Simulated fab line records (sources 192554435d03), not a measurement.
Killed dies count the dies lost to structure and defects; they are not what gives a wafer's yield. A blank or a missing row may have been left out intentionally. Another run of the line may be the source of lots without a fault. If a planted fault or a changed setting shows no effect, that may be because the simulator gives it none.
fab line records | flow n5-finfet
[record] lots = 11 wafers = 32 last-day = 20
route steps=1938 shown BEOL_M14@1753 PASSIVATION@1936
lots that met no fault: from a run of the same line without faults
start-h: hours from the record's first day to the start of the lot's first wafer shown | wait-h: how many hours have passed since the lot's step before this one | " the same as in the row above | L1.1+2: a single row standing in for several wafers | - value missing, or start not given | * or withheld: withheld | < > ~ a bound
route shown NAME@n: a module of which the file shows steps, and the number in the route of the first | usual: average and standard deviation across the fault-free wafers | same: alike in all rows | chamber/n: place in a boat | sites: the reading at each site | _std_site: the values' standard deviation | _edge_site: inner sites' mean taken away from outer sites' mean | radius-mm: for every site, how far away it sits from the centre of the wafer | mask NAME#n: copy n | behind: the most recent tool/chamber to have shaped the wafer | hold: the reason the lot was held/the length of the hold in hours/how it ended | device: which transistor (n, p or np) failed to switch | end of line: the same wafers' tests at the end of the route | a step with no rows: only its recipe | killed: dies lost to structure and defects at the first sort, not the wafer's yield | map: the dies of a wafer, with x for killed, . for not killed, _ for no die there
set.NAME: the setting as run; set.NAME@STEP: as run at that earlier step | model.NAME: the simulator's own value behind a step, which no gauge read
the route's steps for a sample of lots (tables are steps, rows are wafers)
services: when a tool's chamber went out of use (start-h, in hours from the record's first day, below 0 if earlier), for how many hours, and the reason
[[steps]]
[step N5_BEOL_M14_TRENCH_ETCH_34]
[recipe] chemistry = C4F8/O2/Ar target = SiO2 target-depth-a = 5566.5 mask-material = SOC he-inner-torr = 15 he-outer-torr = 30 time-s = 126.9 ion-energy-ev = 800 pressure-mtorr = 20 source-w = 1905 bias-w = 2040 Ar_flow_sccm = 400 C4F8_flow_sccm = 16 O2_flow_sccm = 12
[usual] O2_flow_sccm = 12.00/0.034 bias-w = 2040/6.2 drypump-motor-current-A = 5.6/0.4 oes-product-au = 0.81/0.095 rf-fwd-power-W = 1897/6.4 rf-vpp-V = 2232/46 showerhead-plenum-p-Torr = 3.47/0.14 throttle-valve-pct = 30.97/0.29
// columns lot.wafer tool chamber start-h wait-h O2_flow_sccm bias-w drypump-motor-current-A oes-product-au rf-fwd-power-W rf-hours-counter-h rf-vpp-V showerhead-plenum-p-Torr throttle-valve-pct
L239.3 rie-diel-01 1 292.71 0.0 11.97 2043 5.8 0.75 1906 155 2333 3.61 30.78
L239.5 " 2 " " 12.05 2045 5.1 0.69 1908 - 2191 3.40 31.21
L239.6 " 3 " " 12.01 2048 5.0 0.73 1897 - 2245 3.28 30.99
L242.1 rie-diel-04 2 299.97 0.0 12.01 2035 5.6 0.84 1903 73 2228 3.52 31.41
L242.3 " 0 " " 12.04 2038 5.8 0.73 1897 164 2318 3.42 30.27
L242.6 " 2 " " 11.97 2038 5.6 0.84 1893 - 2227 3.52 31.43
L241.1 rie-diel-05 3 309.40 0.0 12.03 2037 5.5 0.95 1907 20 2229 3.68 30.70
L241.4 " 2 " " 12.00 2046 5.3 0.92 1890 - 2244 3.55 31.13
L241.5 " 3 " " 12.02 2049 5.5 0.94 1896 - 2229 3.68 30.67
L247.2 rie-diel-05 2 324.12 0.0 12.04 2042 5.3 0.91 1895 17 2244 3.54 31.13
L247.6 " 2 " " 12.09 2043 5.3 0.92 1898 - 2243 3.55 31.13
L245.2 rie-diel-05 3 352.30 0.0 12.05 2045 5.5 0.92 1908 35 2227 3.67 30.68
L245.3 " 1 " " 12.01 2048 6.2 0.74 1899 187 2227 3.40 31.36
L245.4 " 1 " " 11.99 2049 6.2 0.73 1894 - 2228 3.40 31.36
L249.1 rie-diel-05 1 355.37 0.0 12.02 2033 6.2 0.73 1888 189 2229 3.40 31.35
L249.2 " 3 " " 12.07 2041 5.5 0.91 1897 37 2228 3.67 30.70
L249.4 " 3 " " 12.04 2034 5.5 0.92 1898 - 2229 3.67 30.71
L252.1 rie-diel-05 3 367.17 0.0 11.99 2032 5.5 0.91 1888 44 2227 3.66 30.71
L252.2 " 2 " " 12.00 2030 5.3 0.88 1899 35 2243 3.54 31.14
L252.6 " 3 " " 11.95 2032 5.5 0.90 1888 - 2228 3.66 30.70
L256.1 rie-diel-04 3 410.20 0.0 11.98 2041 5.5 0.73 1901 233 2152 3.26 30.86
L256.3 " 2 " " 11.99 2026 5.6 0.79 1897 120 2226 3.49 31.48
L256.5 " 2 " " 11.98 2036 5.6 0.80 1905 - 2226 3.49 31.46
L254.1 rie-diel-01 1 430.11 0.0 12.04 2042 5.8 0.70 1905 200 2329 3.58 30.82
L254.3 " 2 " " 12.00 2028 5.1 0.92 1904 26 2190 3.38 30.90
L254.5 " 2 " " 12.01 2025 5.1 0.93 1910 - 2189 3.38 30.89
L260.2 rie-diel-05 2 451.41 0.0 12.05 2050 5.3 0.84 1893 59 2241 3.52 31.17
L260.3 " 1 " " 12.00 2037 6.2 0.72 1895 214 2227 3.39 31.38
L260.4 " 0 " " 11.97 2040 5.1 0.89 1896 24 2253 3.64 30.76
L261.1 rie-diel-04 1 451.89 0.0 12.03 2042 6.1 0.95 1910 8 2228 3.67 31.18
L261.4 " 2 " " 12.03 2043 5.6 0.78 1898 133 2227 3.49 31.47
L261.6 " 1 " " 11.99 2052 6.2 0.94 1891 - 2229 3.67 31.19
[step N5_BEOL_M14_OCD_MEAS_35]
[usual] trench-depth-nm = 564/18
// columns lot.wafer tool chamber start-h wait-h trench-depth-nm
L239.3 ocd-02 - 292.87 0.0 535
L239.5 " - " " 556
L239.6 " - " " 540
L242.1 ocd-02 - 300.13 0.0 579
L242.3 " - " " 541
L242.6 " - " " 575
L241.1 ocd-02 - 309.55 0.0 584
L241.4 " - " " 562
L241.5 " - " " 579
L247.2 ocd-01 - 324.28 0.0 569
L247.6 " - " " 573
L245.2 ocd-02 - 352.46 0.0 582
L245.3 " - " " 569
L245.4 " - " " 566
L249.1 ocd-01 - 355.52 0.0 563
L249.2 " - " " 582
L249.4 " - " " 586
L252.1 ocd-02 - 367.39 0.0 584
L252.2 " - " " 564
L252.6 " - " " 584
L256.1 ocd-02 - 410.35 0.0 584
L256.3 " - " " 583
L256.5 " - " " 583
L254.1 ocd-01 - 430.26 0.0 521
L254.3 " - " " 558
L254.5 " - " " 562
L260.2 ocd-01 - 451.57 0.0 562
L260.3 " - " " 559
L260.4 " - " " 562
L261.1 ocd-01 - 452.05 0.0 562
L261.4 " - " " 573
L261.6 " - " " 564
[step N5_BEOL_M14_STRIP_37]
[recipe] chemistry = O2 power-w = 600 temp-c = 60 pressure-mtorr = 30 rf-frequency-hz = 6e+07 bias-power-w = 0 overash-fraction = 0.3 o2-flow-sccm = 225
[usual] drypump-motor-current-A = 5.6/0.38 oes-product-au = 0.81/0.095 rf-vpp-V = 3.5/0.99 showerhead-plenum-p-Torr = 2.10/0.083 throttle-valve-pct = 16.64/0.29
[same] bias-power-w = 0 overash-fraction = 0.3
// columns lot.wafer tool chamber start-h wait-h drypump-motor-current-A oes-product-au rf-hours-counter-h rf-vpp-V showerhead-plenum-p-Torr throttle-valve-pct
L239.3 rie-diel-05 0 295.91 3.0 5.2 0.72 230 3.1 1.95 16.47
L239.5 " 2 " " 5.2 0.95 - 3.1 2.13 16.32
L239.6 " 3 " " 5.5 0.95 - 4.4 2.25 16.22
L242.1 rie-diel-04 1 302.27 2.1 6.2 0.69 220 4.2 1.99 17.00
L242.3 " 2 " " 5.6 0.84 74 4.2 2.10 16.73
L242.6 " 0 " " 5.8 0.76 - 3.9 2.12 16.57
L241.1 rie-diel-04 2 313.60 4.0 5.6 0.84 78 4.9 2.10 16.73
L241.4 " 1 " " 6.2 0.68 225 2.3 1.99 16.98
L241.5 " 2 " " 5.6 0.83 - 3.7 2.10 16.73
L247.2 rie-diel-05 1 325.47 1.2 6.1 0.73 179 3.5 2.09 17.05
L247.6 " 1 " " 6.1 0.74 - 4.5 2.09 17.11
L245.2 rie-diel-04 2 354.75 2.3 5.6 0.83 96 3.9 2.09 16.78
L245.3 " 3 " " 5.5 0.71 209 1.4 2.02 16.98
L245.4 " 2 " " 5.6 0.82 - 2.7 2.09 16.74
L249.1 rie-diel-05 1 358.74 3.2 6.2 0.72 191 3.8 2.08 17.12
L249.2 " 3 " " 5.4 0.93 39 2.7 2.24 16.28
L249.4 " 3 " " 5.5 0.92 - 4.2 2.24 16.26
L252.1 rie-diel-01 2 368.18 0.8 5.1 1.00 4 6.0 2.06 16.43
L252.2 " 3 " " 5.0 0.72 205 3.4 2.01 17.01
L252.6 " 0 " " 6.2 0.90 - 5.7 2.16 16.59
L256.1 rie-diel-01 3 414.39 4.0 5.0 0.69 222 3.9 2.00 17.04
L256.3 " 0 " " 6.2 0.85 59 2.8 2.15 16.63
L256.5 " 2 " " 5.1 0.94 - 3.0 2.05 16.47
L254.1 rie-diel-05 0 446.82 16.6 5.2 0.91 23 1.6 2.20 16.09
L254.3 " 1 " " 6.1 0.71 213 4.0 2.08 17.13
L254.5 " 0 " " 5.2 0.90 - 2.8 2.20 16.13
L261.1 rie-diel-04 1 453.24 1.2 6.2 0.96 9 6.0 2.24 16.65
L261.4 " 3 " " 5.5 0.68 245 4.9 2.01 16.99
L261.6 " 0 " " 5.8 0.72 - 4.3 2.11 16.60
L260.2 rie-diel-05 1 453.88 2.3 6.1 0.70 215 2.8 2.08 17.18
L260.3 " 0 " " 5.2 0.90 25 3.8 2.20 16.08
L260.4 " 2 " " 5.3 0.85 59 3.4 2.11 16.41
[step N5_BEOL_M14_ECD_47]
[recipe] material = Cu target-thk-a = 12480
// columns lot.wafer tool chamber start-h wait-h
L239.3+5+6 ecd-cu-02 1,0,1 297.04 0.2
L242.1+3+6 ecd-cu-01 0,1,0 303.26 0.1
L241.1+4+5 ecd-cu-02 0,1,0 314.50 0.1
L247.2+6 ecd-cu-01 1 326.38 0.1
L245.2+3+4 ecd-cu-01 0,1,0 355.65 0.1
L249.1+2+4 ecd-cu-02 1,0,1 359.58 0.1
L252.1+2+6 ecd-cu-02 1,0,1 368.94 0.1
L256.1+3+5 ecd-cu-01 0,1,1 415.39 0.1
L254.1+3+5 ecd-cu-02 0,0,1 447.69 0.1
L261.1+4+6 ecd-cu-02 0,1,0 454.08 0.1
L260.2+3+4 ecd-cu-02 1,0,1 454.74 0.1
[step N5_BEOL_M14_CMP_49]
[recipe] stop-on = SiO2 t-overpolish-s = 5.2 down-force-psi = 2 platen-rpm = 80 clearing-platen-down-force-psi = 2 clearing-platen-rpm = 80 post-cmp-clean = cu-alkaline target-thk-nm = 560 clearing-platen-pad-velocity-m-s = 1.5917 pad-velocity-m-s = 1.5917
[usual] motor-current-A = 8.2/0.85 time-to-endpoint-s = 121/5.7
// columns lot.wafer tool chamber start-h wait-h motor-current-A time-to-endpoint-s
L239.3 cmp-03 1 297.83 0.3 8.0 122
L239.5 " 2 " " 8.6 112
L239.6 " 3 " " 8.0 123
L242.3 cmp-03 0 303.88 0.2 8.6 120
L242.1 " 2 " " 8.4 113
L242.6 " 1 " " 8.0 129
L241.4 cmp-01 3 315.36 0.1 7.4 123
L241.1 " 0 " " 9.4 114
L241.5 " 0 " " 9.4 118
L247.2 cmp-03 2 326.93 0.2 8.4 118
L247.6 " 3 " " 8.1 123
L245.3 cmp-03 3 356.38 0.2 8.2 134
L245.4 " 0 " " 8.6 125
L245.2 " 2 " " 8.3 126
L249.1 cmp-02 1 360.17 0.4 7.9 92
L249.2 " 2 " " 7.0 119
L249.4 " 3 " " 8.1 115
L252.2 cmp-01 0 369.52 0.3 9.4 116
L252.1 " 1 " " 7.1 74
L252.6 " 1 " " 7.2 115
L256.1 cmp-02 2 415.92 0.3 7.1 127
L256.3 " 0 " " 10.5 126
L256.5 " 1 " " 7.5 128
L254.1 cmp-01 1 448.18 0.3 6.8 115
L254.3 " 2 " " 8.3 127
L254.5 " 2 " " 8.0 126
L261.1 cmp-03 3 454.58 0.3 8.7 127
L261.4 " 0 " " 8.5 119
L261.6 " 0 " " 8.8 122
L260.3 cmp-01 1 455.32 0.2 7.0 113
L260.2 " 3 " " 7.7 126
L260.4 " 0 " " 9.1 118
[step N5_PASSIVATION_PROBE_49]
[usual] defect-limited-yield = 91.2/1.5 killed_at_M0_to_M3 = 36/10 killed_at_M4_up = 14/5.2 killed-at-contacts = 12/6 killed-at-front-end = 37/10 killed-at-other = 4/3.3 killed-dies = 104/18 killed-open = 68/14 killed-short = 34/7.4 sort_bin_4_leakage = 0.01/0.04 sort_bin_5_function = 5.2/1 sort_bin_6_memory = 3.3/0.7 sort_bin_8_speed = 0.01/0.045 sort-n-pass = 1076/18 sort-yield-pct = 91.2/1.5
[same] gross-dies = 1180 killed-at-back-side = 0
// columns lot.wafer tool chamber start-h wait-h defect-limited-yield[%] killed_at_M0_to_M3 killed_at_M4_up killed-at-contacts killed-at-front-end killed-at-other killed-dies killed-open killed-short sort_bin_4_leakage[%] sort_bin_5_function[%] sort_bin_6_memory[%] sort_bin_8_speed[%] sort-n-pass sort-yield-pct[%]
L239.3 prober-01 - 319.01 0.1 88.5 39 14 21 58 4 136 90 44 0 6.9 4.4 0 1044 88.5
L239.5 prober-01 - 319.11 0.2 88.9 31 21 12 56 11 131 82 42 0 6.8 4.0 0 1049 88.9
L239.6 prober-01 - 319.16 0.3 90.0 44 23 16 35 0 118 82 31 0 6.4 3.1 0.17 1060 89.8
L242.1 prober-02 - 331.91 0.0 91.5 22 15 8 50 5 100 70 30 0.25 5.4 3.0 0 1077 91.3
L242.3 prober-02 - 332.01 0.1 89.9 38 22 24 33 2 119 87 31 0 5.4 4.4 0 1061 89.9
L242.6 prober-02 - 332.16 0.3 90.8 32 10 13 46 7 108 66 38 0.08 5.0 3.8 0 1071 90.8
L241.1 prober-01 - 337.20 0.0 92.5 33 11 6 38 0 88 46 42 0 4.5 2.4 0 1092 92.5
L241.4 prober-01 - 337.35 0.2 92.0 36 19 2 35 2 94 60 30 0 4.2 3.6 0 1086 92.0
L241.5 prober-01 - 337.40 0.2 91.9 37 22 6 30 1 96 58 36 0 4.7 3.0 0 1084 91.9
L247.2 prober-02 - 347.36 0.1 90.6 37 15 11 45 3 111 79 29 0 5.8 3.3 0 1069 90.6
L247.6 prober-02 - 347.56 0.3 91.7 30 16 10 38 4 98 64 30 0 5.3 2.8 0 1082 91.7
L256.1 prober-02 - 439.42 0.0 89.2 50 14 10 46 8 128 91 36 0 6.9 3.6 0.08 1051 89.1
L256.3 prober-02 - 439.52 0.1 90.3 40 9 16 45 4 114 86 28 0 6.9 2.5 0 1066 90.3
L256.5 prober-02 - 439.62 0.2 91.6 46 11 7 29 6 99 68 29 0 5.3 2.5 0 1081 91.6
L261.1 prober-01 - 478.20 0.0 91.8 42 11 3 34 7 97 57 39 0 4.7 3.2 0 1083 91.8
L261.4 prober-01 - 478.35 0.2 90.2 32 16 13 49 6 116 72 43 0 5.9 3.4 0 1064 90.2
L261.6 prober-01 - 478.45 0.3 91.9 41 11 5 36 2 95 68 25 0 5.5 2.4 0 1085 91.9
L260.2 prober-01 - 481.84 0.1 92.1 36 10 9 33 5 93 68 25 0 4.4 3.3 0 1087 92.1
L260.3 prober-01 - 481.89 0.1 92.7 29 13 9 32 3 86 60 26 0 4.0 3.1 0 1094 92.7
L260.4 prober-01 - 481.94 0.2 93.7 30 3 7 34 0 74 57 15 0 3.6 2.5 0 1106 93.7
// killed by level:class
L239.3 STI_FIN_REVEAL:geometric-particle:open=21 MOL_CONTACT_COAG:geometric-particle:open=16 BEOL_M0_SAQP:geometric-particle:short=10 STI_FIN_REVEAL:geometric-particle:short=9 BEOL_M2:geometric-particle:open=9 FIN_SAQP:geometric-particle:short=7 BEOL_M0_SAQP:geometric-particle:open=7 FIN_SAQP:geometric-particle:open=6
L239.5 FIN_SAQP:geometric-particle:open=15 MOL_CONTACT_COAG:geometric-particle:open=12 FIN_SAQP:geometric-particle:short=9 BEOL_M0_SAQP:geometric-particle:short=9 BEOL_M1:geometric-particle:open=8 BEOL_M4:geometric-particle:open=8 STI_FIN_REVEAL:geometric-particle:open=6 BEOL_M0_SAQP:geometric-particle:open=6
L239.6 BEOL_M4:geometric-particle:open=17 MOL_CONTACT_COAG:geometric-particle:open=13 BEOL_M3:geometric-particle:open=13 FIN_SAQP:geometric-particle:open=8 BEOL_M0_SAQP:geometric-particle:short=7 BEOL_M0_SAQP:geometric-particle:open=6 BEOL_M1:geometric-particle:open=6 BEOL_M1:geometric-particle:short=4
L242.1 FIN_SAQP:geometric-particle:open=14 STI_FIN_REVEAL:geometric-particle:open=11 MOL_CONTACT_COAG:geometric-particle:open=7 BEOL_M0_SAQP:geometric-particle:open=7 BEOL_M4:geometric-particle:open=6 FIN_SAQP:geometric-particle:short=5 ILD0:geometric-particle:short=4 BEOL_M0_SAQP:geometric-particle:short=4
L242.3 MOL_CONTACT_COAG:geometric-particle:open=17 BEOL_M0_SAQP:geometric-particle:open=13 FIN_SAQP:geometric-particle:open=11 MOL_CONTACT_COAG:geometric-particle:short=7 BEOL_M2:geometric-particle:open=7 BEOL_M0_SAQP:geometric-particle:short=6 BEOL_M4:geometric-particle:open=6 BEOL_M7:geometric-particle:open=6
L242.6 FIN_SAQP:geometric-particle:open=12 BEOL_M0_SAQP:geometric-particle:short=11 MOL_CONTACT_COAG:geometric-particle:open=10 BEOL_M0_SAQP:geometric-particle:open=9 STARTING-WAFER:geometric-particle:open=6 BEOL_M2:geometric-particle:open=6 FIN_SAQP:geometric-particle:short=5 STI_FIN_REVEAL:geometric-particle:open=4
L241.1 STI_FIN_REVEAL:geometric-particle:open=10 BEOL_M3:geometric-particle:short=8 BEOL_M0_SAQP:geometric-particle:short=7 FIN_SAQP:geometric-particle:short=6 BEOL_M4:geometric-particle:open=6 MOL_CONTACT_COAG:geometric-particle:open=6 BEOL_M3:geometric-particle:open=5 BEOL_M2:geometric-particle:short=4
L241.4 BEOL_M4:geometric-particle:open=10 BEOL_M0_SAQP:geometric-particle:open=7 BEOL_M3:geometric-particle:open=7 BEOL_M1:geometric-particle:open=7 FIN_SAQP:geometric-particle:short=6 BEOL_M0_SAQP:geometric-particle:short=5 BEOL_M2:geometric-particle:open=5 STARTING-WAFER:geometric-particle:short=5
L241.5 BEOL_M4:geometric-particle:open=9 FIN_SAQP:geometric-particle:open=8 BEOL_M1:geometric-particle:open=8 FIN_SAQP:geometric-particle:short=7 BEOL_M2:geometric-particle:open=7 BEOL_M3:geometric-particle:short=6 STI_FIN_REVEAL:geometric-particle:open=5 MOL_CONTACT_COAG:geometric-particle:open=5
L247.2 STI_FIN_REVEAL:geometric-particle:open=16 BEOL_M3:geometric-particle:open=12 MOL_CONTACT_COAG:geometric-particle:open=10 FIN_SAQP:geometric-particle:short=7 BEOL_M2:geometric-particle:open=7 GATE_CUT:geometric-particle:short=5 BEOL_M1:geometric-particle:open=5 FIN_SAQP:geometric-particle:open=4
L247.6 FIN_SAQP:geometric-particle:open=10 STI_FIN_REVEAL:geometric-particle:open=7 MOL_CONTACT_COAG:geometric-particle:open=7 BEOL_M0_SAQP:geometric-particle:open=6 BEOL_M2:geometric-particle:open=6 BEOL_M3:geometric-particle:open=5 BEOL_M0_SAQP:geometric-particle:short=4 BEOL_M1:geometric-particle:open=4
L256.1 BEOL_M2:geometric-particle:open=20 STI_FIN_REVEAL:geometric-particle:open=15 BEOL_M1:geometric-particle:open=11 MOL_CONTACT_COAG:geometric-particle:open=8 FIN_SAQP:geometric-particle:open=7 BEOL_M0_SAQP:geometric-particle:open=6 BEOL_M0_SAQP:geometric-particle:short=5 BEOL_M5:geometric-particle:open=5
L256.3 BEOL_M1:geometric-particle:open=15 MOL_CONTACT_COAG:geometric-particle:open=12 BEOL_M2:geometric-particle:open=11 STI_FIN_REVEAL:geometric-particle:open=10 FIN_SAQP:geometric-particle:open=9 BEOL_M3:geometric-particle:open=6 FIN_SAQP:geometric-particle:short=4 STI_FIN_REVEAL:geometric-particle:short=4
L256.5 BEOL_M0_SAQP:geometric-particle:short=8 BEOL_M1:geometric-particle:open=8 BEOL_M2:geometric-particle:open=8 BEOL_M3:geometric-particle:open=8 MOL_CONTACT_COAG:geometric-particle:open=6 BEOL_M0_SAQP:geometric-particle:open=6 FIN_SAQP:geometric-particle:open=5 GATE_CUT:geometric-particle:open=5
L261.1 BEOL_M0_SAQP:geometric-particle:short=10 BEOL_M3:geometric-particle:open=9 BEOL_M0_SAQP:geometric-particle:open=8 STI_FIN_REVEAL:geometric-particle:open=7 FIN_SAQP:geometric-particle:short=6 FIN_SAQP:geometric-particle:open=5 BEOL_M1:geometric-particle:open=5 DUMMY_GATE:geometric-particle:open=4
L261.4 STI_FIN_REVEAL:geometric-particle:open=23 BEOL_M0_SAQP:geometric-particle:short=10 MOL_CONTACT_COAG:geometric-particle:open=8 STI_FIN_REVEAL:geometric-particle:short=6 BEOL_M1:geometric-particle:open=6 GATE_CUT:geometric-particle:open=5 MOL_CONTACT_COAG:geometric-particle:short=5 FIN_SAQP:geometric-particle:short=4
L261.6 BEOL_M3:geometric-particle:open=11 BEOL_M2:geometric-particle:open=8 BEOL_M0_SAQP:geometric-particle:open=6 FIN_SAQP:geometric-particle:open=5 STI_FIN_REVEAL:geometric-particle:open=5 DUMMY_GATE:geometric-particle:open=5 GATE_CUT:geometric-particle:open=5 MOL_CONTACT_COAG:geometric-particle:open=5
L260.2 BEOL_M3:geometric-particle:open=12 MOL_CONTACT_COAG:geometric-particle:open=9 STI_FIN_REVEAL:geometric-particle:open=7 BEOL_M0_SAQP:geometric-particle:open=7 FIN_SAQP:geometric-particle:open=5 BEOL_M2:geometric-particle:open=5 FIN_SAQP:geometric-particle:short=4 BEOL_M4:geometric-particle:open=4
L260.3 MOL_CONTACT_COAG:geometric-particle:open=8 DUMMY_GATE:geometric-particle:open=7 STI_FIN_REVEAL:geometric-particle:open=5 BEOL_M0_SAQP:geometric-particle:short=5 BEOL_M0:geometric-particle:open=5 BEOL_M3:geometric-particle:open=5 FIN_SAQP:geometric-particle:open=4 BEOL_M1:geometric-particle:open=4
L260.4 FIN_SAQP:geometric-particle:open=10 BEOL_M3:geometric-particle:open=10 DUMMY_GATE:geometric-particle:open=7 MOL_CONTACT_COAG:geometric-particle:open=6 STI_FIN_REVEAL:geometric-particle:open=5 BEOL_M0_SAQP:geometric-particle:open=5 BEOL_M1:geometric-particle:open=4 BEOL_M0_SAQP:geometric-particle:short=3
[[services]]
// columns tool chamber start-h hours kind
cmp-01 - 269.12 8.4 pm
rie-diel-05 2 269.41 - clean
rie-diel-05 2 269.41 - consumable-replace:focus-ring
rie-diel-05 2 269.41 16.1 scheduled-down
rie-diel-04 3 273.77 2.0 repair
cmp-01 - 278.95 0.5 repair
rie-diel-05 1 286.76 30.4 repair
cmp-02 - 289.59 4.6 pm
rie-diel-01 1 313.20 6.2 repair
cmp-02 - 321.72 0.3 repair
cmp-01 - 325.02 0.8 repair
cmp-02 - 328.59 0.6 repair
rie-diel-01 - 351.84 15.6 pm
cmp-03 - 358.93 2.4 repair
cmp-02 - 359.12 1.0 repair
cmp-02 - 367.04 9.2 repair
cmp-03 - 369.83 10.2 pm
cmp-01 - 375.79 4.0 pm
rie-diel-04 1 380.23 18.4 repair
cmp-03 - 381.43 2.7 repair
rie-diel-04 0 386.71 4.0 repair
rie-diel-04 - 416.71 2.8 pm
cmp-02 - 417.21 9.6 repair
rie-diel-01 0 427.65 10.6 repair
[[key]]
[first-sign] step = N5_BEOL_M14_CMP_49 reading = time-to-endpoint-s direction = down sigmas = 6.7 usual = * struck = *
effect none on later readings
met-at N5_BEOL_M14_ECD_47
struck-lots L249,L252
struck-wafers L249.1,L252.1
not-acting-at N5_BEOL_M14_TRENCH_ETCH_34,N5_BEOL_M14_OCD_MEAS_35,N5_BEOL_M14_STRIP_37
onset-between 314.50 359.58
[fault] kind = process-parameter-drift tool = ecd-cu-02 chamber = - onset-h = 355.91 steps = N5_BEOL_M14_ECD_47 channel = target-thk-a offset = * shape = step end-h = 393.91 scope = struck-wafers-only acts-in = * stated = *
